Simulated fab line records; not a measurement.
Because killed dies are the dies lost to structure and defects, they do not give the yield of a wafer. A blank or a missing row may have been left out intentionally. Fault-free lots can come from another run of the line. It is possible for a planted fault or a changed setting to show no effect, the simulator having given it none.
Chamber matching + flow n5 finfet + rie diel-05 running N5_BEOL_M13_DESCUM_33: 4 sister chambers
The step chemistry O2, time 7.9 s. 4 wafers are shown with their chamber, then 8 later ones without.

WAFERS PAIRED WITH THEIR CHAMBERS
| wafer  | chamber | drypump motor current A (A) |
|--------|---------|-----------------------------|
| L085.1 | 2       | 5.3                         |
| L085.2 | 1       | 6.1                         |
| L085.3 | 0       | 6.0                         |
| L088.1 | 3       | 6.2                         |

WAFERS WHOSE CHAMBER IS MISSING
| wafer  | drypump motor current A (A) |
|--------|-----------------------------|
| L088.4 | 6.1                         |
| L088.5 | 6.2                         |
| L095.1 | 6.2                         |
| L095.3 | 5.9                         |
| L095.6 | 6.2                         |
| L097.1 | 5.9                         |
| L097.4 | 6.2                         |
| L097.6 | 6.2                         |

EACH ONE'S CHAMBER
| wafer  | from the rows above | in truth |
|--------|---------------------|----------|
| L088.4 | 1                   | 1        |
| L088.5 | 3                   | 3        |
| L095.1 | 3                   | 3        |
| L095.3 | 0                   | 0        |
| L095.6 | 3                   | 3        |
| L097.1 | 0                   | 0        |
| L097.4 | 3                   | 3        |
| L097.6 | 3                   | 3        |
Correctly placed: 8 of 8. Not placeable from these rows: 0. Wrongly placed: 0.
How it was worked out, from the rows above alone: a wafer's distance from a chamber is the root of the sum, over the readings, of the square of ((its reading less the chamber's mean) divided by the reading's scatter). The wafer belongs to the nearest chamber; if the next one is less than 2 further off, it can't be placed. A chamber's mean is the mean of its shown wafers. The scatter: with one shown wafer a chamber, the root of the mean of the squares of how far each hidden wafer lies from its nearest shown one.
